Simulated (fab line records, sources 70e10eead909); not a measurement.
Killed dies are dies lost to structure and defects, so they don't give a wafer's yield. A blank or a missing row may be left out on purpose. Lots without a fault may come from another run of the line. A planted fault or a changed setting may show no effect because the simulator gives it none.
fab line records | flow nand_harc
record lots=14 wafers=42 last_day=33
route steps=1302 shown P_M1@296
lots that met no fault: from a run of the same line without faults
start_h: hours from the record's first day to the start of the lot's first wafer shown | wait_h: hours since the lot's step before | " the same as in the row above | L1.1+2: a row that stands for several wafers | - no value, or no start given | * or withheld: withheld | < > ~ a bound
route shown NAME@n: a module of which the file shows steps, and the number in the route of the first | usual: mean/standard deviation of fault-free wafers | same: alike in all rows | chamber/n: place in a boat | sites: the reading at each site | _std_site: their standard deviation | _edge_site: outer sites' mean less inner sites' | radius_mm: how far each site lies from the wafer's centre | mask NAME#n: copy n | behind: the tool/chamber that last shaped the wafer | hold: why the lot was held/for how many hours/how that ended | device: the transistor (n, p or np) that didn't switch | end of line: the same wafers' tests at the end of the route | a step without rows: its recipe alone | killed: dies lost to structure and defects at the first sort, not the wafer's yield | map: a wafer's dies, x killed, . not, _ none there
set.NAME: the setting as run; set.NAME@STEP: as run at that earlier step | model.NAME: the simulator's own value behind a step, which no gauge read
steps of the route over a sample of lots; a table a step, a row a wafer
services: from which hour (start_h, from the record's first day; less than 0 if before it) a tool's chamber was out of use, for how many hours, and why
## steps
# step NHARC_P_M1_OVL_MEAS_10
# recipe pitch_nm=260
# usual overlay_x_nm=0.2/0.74 overlay_y_nm=0.3/0.77
# columns lot.wafer tool chamber start_h wait_h overlay_x_nm overlay_y_nm
L903.2 overlay-01 - 138.50 - -0.3 1.6
L903.3 " - " " -0.4 2.0
L903.5 " - " " -0.3 1.5
L904.2 overlay-02 - 142.35 - 0.8 0.3
L904.4 " - " " 1.0 0.0
L904.6 " - " " 0.7 0.4
L905.2 overlay-01 - 160.41 - -0.6 1.2
L905.4 " - " " -0.4 1.3
L905.5 " - " " -0.6 1.3
L907.3 overlay-01 - 175.51 - 0.3 -0.4
L907.5 " - " " 0.3 -0.4
L907.6 " - " " 0.5 0.0
L909.2 overlay-01 - 196.71 - 0.2 0.5
L909.3 " - " " 0.5 -0.1
L909.5 " - " " 0.0 0.1
L910.2 overlay-02 - 202.27 - -1.1 -0.5
L910.4 " - " " -0.1 -0.7
L910.6 " - " " -0.5 -0.1
L912.4 overlay-02 - 226.05 - 0.3 0.5
L912.5 " - " " -0.3 0.9
L912.6 " - " " 0.3 1.1
L916.1 overlay-01 - 271.31 - -0.7 2.1
L916.4 " - " " -0.1 1.8
L916.6 " - " " -0.7 1.8
L919.1 overlay-01 - 294.77 - 0.3 -0.8
L919.3 " - " " -0.2 -0.5
L919.6 " - " " 0.1 -1.0
L920.1 overlay-02 - 311.63 - 1.3 0.4
L920.4 " - " " 1.5 0.3
L920.6 " - " " 1.8 0.6
L922.1 overlay-02 - 325.28 - 0.3 -0.2
L922.2 " - " " 0.5 0.1
L922.6 " - " " 0.6 -0.1
L923.2 overlay-02 - 339.75 - 2.5 0.1
L923.4 " - " " 1.8 -0.1
L923.5 " - " " 1.6 -0.1
L924.2 overlay-01 - 348.55 - 0.7 0.8
L924.3 " - " " 0.2 0.1
L924.4 " - " " -0.1 0.3
L925.1 overlay-02 - 359.04 - 0.7 -0.4
L925.3 " - " " 0.6 0.4
L925.6 " - " " 0.8 -0.4
# step NHARC_P_M1_ETCH_28
# recipe target_depth_a=300 over_etch_frac=0.3 time_s=72.99 ion_energy_ev=150 cf4_flow_sccm=50 n2_flow_sccm=100 ar_flow_sccm=150 rf_w=300 bias_w=100 chemistry=CF4/N2
# usual drypump_motor_current_A=5.7/0.49 oes_product_au=0.999/0.0077 rf_vpp_V=314.8/1.8 showerhead_plenum_p_Torr=2.66/0.1 throttle_valve_pct=19.794/0.0091
# columns lot.wafer tool chamber start_h wait_h drypump_motor_current_A oes_product_au rf_hours_counter_h rf_vpp_V showerhead_plenum_p_Torr throttle_valve_pct
L903.3 rie_diel-13 2 - - 6.0 1.009 47 317.6 2.82 19.778
L903.2 " 0 " " 6.4 1.004 45 313.6 2.64 19.800
L903.5 " 1 " " 5.3 1.003 - 316.4 2.73 19.789
L904.4 rie_diel-07 2 - - 5.4 1.004 2 315.5 2.76 19.784
L904.2 " 3 " " 5.7 0.999 1 315.3 2.65 19.788
L904.6 " 2 " " 5.3 1.006 - 316.1 2.76 19.796
L905.4 rie_diel-09 2 - - 6.1 0.988 1 314.0 2.62 19.801
L905.2 " 0 " " 5.0 1.011 1 314.3 2.62 19.801
L905.5 " 3 " " 5.2 0.990 - 316.1 2.82 19.792
L907.3 rie_diel-13 1 - - 5.3 0.998 0 316.3 2.73 19.803
L907.5 " 0 " " 6.4 1.000 - 315.2 2.64 19.814
L907.6 " 1 " " 5.2 0.992 - 316.3 2.73 19.797
L909.2 rie_diel-09 3 - - 5.2 0.986 4 315.8 2.81 19.791
L909.3 " 2 " " 6.1 0.986 5 314.5 2.62 19.794
L909.5 " 0 " " 5.0 1.005 - 312.5 2.62 19.790
L910.2 rie_diel-07 2 - - 5.4 1.013 4 314.9 2.76 19.796
L910.4 " 3 " " 5.7 0.990 4 315.0 2.65 19.784
L910.6 " 2 " " 5.4 0.998 - 316.7 2.76 19.797
L912.4 rie_diel-07 0 - - 5.5 1.006 7 315.8 2.72 19.798
L912.5 " 3 " " 5.7 0.996 - 315.6 2.65 19.790
L912.6 " 0 " " 5.5 0.990 - 315.8 2.72 19.779
L916.1 rie_diel-07 1 - - 6.2 0.995 10 313.5 2.60 19.792
L916.4 " 2 " " 5.4 1.025 8 315.3 2.76 19.787
L916.6 " 0 " " 5.5 1.002 - 316.7 2.72 19.800
L919.1 rie_diel-13 0 - - 6.4 1.001 39 313.4 2.62 19.797
L919.3 " 3 " " 5.8 0.999 31 312.3 2.52 19.789
L919.6 " 3 " " 5.8 1.001 - 311.5 2.52 19.782
L920.4 rie_diel-09 3 - - 5.2 0.994 15 317.8 2.81 19.813
L920.1 " 2 " " 6.1 0.985 15 314.6 2.62 19.788
L920.6 " 3 " " 5.2 0.992 - 316.9 2.81 19.801
L922.2 rie_diel-07 1 - - 6.2 0.989 2 314.5 2.60 19.797
L922.1 " 3 " " 5.6 1.001 2 313.4 2.65 19.788
L922.6 " 1 " " 6.2 0.998 - 314.1 2.60 19.804
L923.2 rie_diel-13 1 - - 5.2 1.007 47 316.4 2.71 19.804
L923.4 " 3 " " 5.9 0.992 47 313.0 2.52 19.791
L923.5 " 0 " " 6.4 1.010 - 313.9 2.62 19.806
L924.2 rie_diel-07 1 349.57 0.4 6.2 0.997 3 313.1 2.60 19.795
L924.4 " 0 " " 5.5 1.009 - 316.5 2.71 19.794
L924.3 " 1 " " 6.2 0.992 - 314.2 2.60 19.794
L925.1 rie_diel-09 1 - - 6.6 0.998 2 311.4 2.46 19.796
L925.3 " 2 " " 6.1 1.005 2 313.8 2.61 19.813
L925.6 " 0 " " 5.0 1.005 - 314.4 2.61 19.794
# step NHARC_P_M1_PVD_21
# recipe target_thk_a=300 chamber_pressure_pa=5 power_w=5000 substrate_temp_c=30 time_s=20.49 material=Cu
# usual cathode_dc_power_W=5000.1/0.87 chamber_pressure_pa=5.001/0.0096 throttle_valve_pct=29.8/1.2
# columns lot.wafer tool chamber start_h wait_h cathode_dc_power_W chamber_pressure_pa throttle_valve_pct
L903.3 pvd_sputter-03 - 139.94 - 4999.1 5.008 29.7
L903.2 " - " " 5000.3 5.010 31.0
L903.5 " - " " 4999.8 5.001 28.5
L904.2 pvd_sputter-03 - 143.74 - 5000.2 4.984 28.8
L904.4 " - " " 5001.1 4.998 30.8
L904.6 " - " " 4999.7 4.985 28.8
L905.2 pvd_sputter-01 - 161.75 - 5001.6 4.996 30.7
L905.4 " - " " 4998.5 5.006 31.5
L905.5 " - " " 5001.0 5.007 30.3
L907.3 pvd_sputter-02 - 176.92 - 4999.7 4.999 29.4
L907.6 " - " " 4999.6 5.008 29.1
L907.5 " - " " 4998.3 4.995 32.3
L909.2 pvd_sputter-02 - 198.06 - 4999.8 5.011 29.0
L909.3 " - " " 5000.4 4.995 29.3
L909.5 " - " " 5000.9 4.998 28.5
L910.4 pvd_sputter-01 - 203.64 - 4999.3 4.990 28.9
L910.2 " - " " 4998.9 4.993 30.4
L910.6 " - " " 5001.3 5.001 28.9
L912.4 pvd_sputter-02 - 227.49 - 5000.2 4.996 29.1
L912.6 " - " " 5000.1 4.970 32.1
L912.5 " - " " 4998.8 4.997 29.3
L916.4 pvd_sputter-02 - 272.66 - 4998.7 4.994 29.2
L916.1 " - " " 5001.4 4.993 29.1
L916.6 " - " " 5000.1 5.013 29.2
L919.1 pvd_sputter-02 - 296.26 - - - -
L919.3 " - " " - - -
L919.6 " - " " - - -
L920.4 pvd_sputter-01 - 312.99 - - - -
L920.1 " - " " - - -
L920.6 " - " " - - -
L922.1 pvd_sputter-02 - 326.71 - 4999.5 5.008 29.2
L922.2 " - " " 4998.4 4.993 28.7
L922.6 " - " " 4999.1 5.013 31.2
L923.2 pvd_sputter-03 - 341.11 - 4999.5 5.014 30.9
L923.4 " - " " 5000.6 5.003 27.8
L923.5 " - " " 5000.9 5.003 31.1
L924.3 pvd_sputter-02 - 350.23 - 5001.0 5.020 28.4
L924.2 " - " " 5000.8 5.003 29.1
L924.4 " - " " 5000.1 5.002 30.9
L925.1 pvd_sputter-02 - 360.52 - 5001.3 5.009 28.4
L925.3 " - " " 4999.7 4.992 30.8
L925.6 " - " " 5000.3 4.999 28.5
## services
# columns tool chamber start_h hours kind
rie_diel-07 - 117.30 9.0 pm
rie_diel-09 - 143.10 9.0 pm
rie_diel-09 2 158.61 1.7 repair
rie_diel-13 - 165.22 9.0 pm
pvd_sputter-03 - 170.00 10.0 pm
rie_diel-07 - 174.76 2.2 repair
pvd_sputter-03 - 193.04 1.6 repair
pvd_sputter-01 - 226.00 10.0 pm
pvd_sputter-02 - 239.32 1.3 repair
rie_diel-13 0 249.69 2.7 repair
rie_diel-13 0 258.78 4.7 repair
rie_diel-13 3 262.69 16.8 repair
rie_diel-07 - 266.91 4.6 repair
pvd_sputter-01 - 267.30 2.8 repair
pvd_sputter-02 - 282.09 10.0 pm
rie_diel-13 1 283.02 23.5 repair
rie_diel-09 2 286.83 1.6 repair
rie_diel-07 - 294.30 9.0 pm
rie_diel-09 - 320.10 9.0 pm
rie_diel-07 3 339.67 20.3 repair
rie_diel-13 - 344.48 9.0 pm
rie_diel-07 2 346.36 4.1 repair
rie_diel-07 0 353.71 10.8 repair
rie_diel-07 2 354.92 4.1 repair
## key
first_sign step=NHARC_P_M1_PVD_21 reading=tool_record direction=missing
effect none on later readings
met_at NHARC_P_M1_PVD_21
struck_lots L919,L920
later_rows_left_out L919.1,L919.3,L919.6,L920.1,L920.4,L920.6
sort_left_out L919.1,L919.3,L919.6,L920.1,L920.4,L920.6
not_acting_at NHARC_P_M1_OVL_MEAS_10,NHARC_P_M1_ETCH_28
onset_between 272.66 296.26
fault kind=skipped_step_whole tool=pvd_sputter-01,pvd_sputter-02 chamber=- onset_h=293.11 steps=NHARC_P_M1_PVD_21 scope=struck_lots_only
# sort_left_out: the simulated sort isn't trusted on such a fault, so these wafers' sort isn't shown, and their yield isn't known
# later_rows_left_out: the simulator's readings of these wafers behind a module that went badly wrong aren't trusted and aren't shown, but for the sort
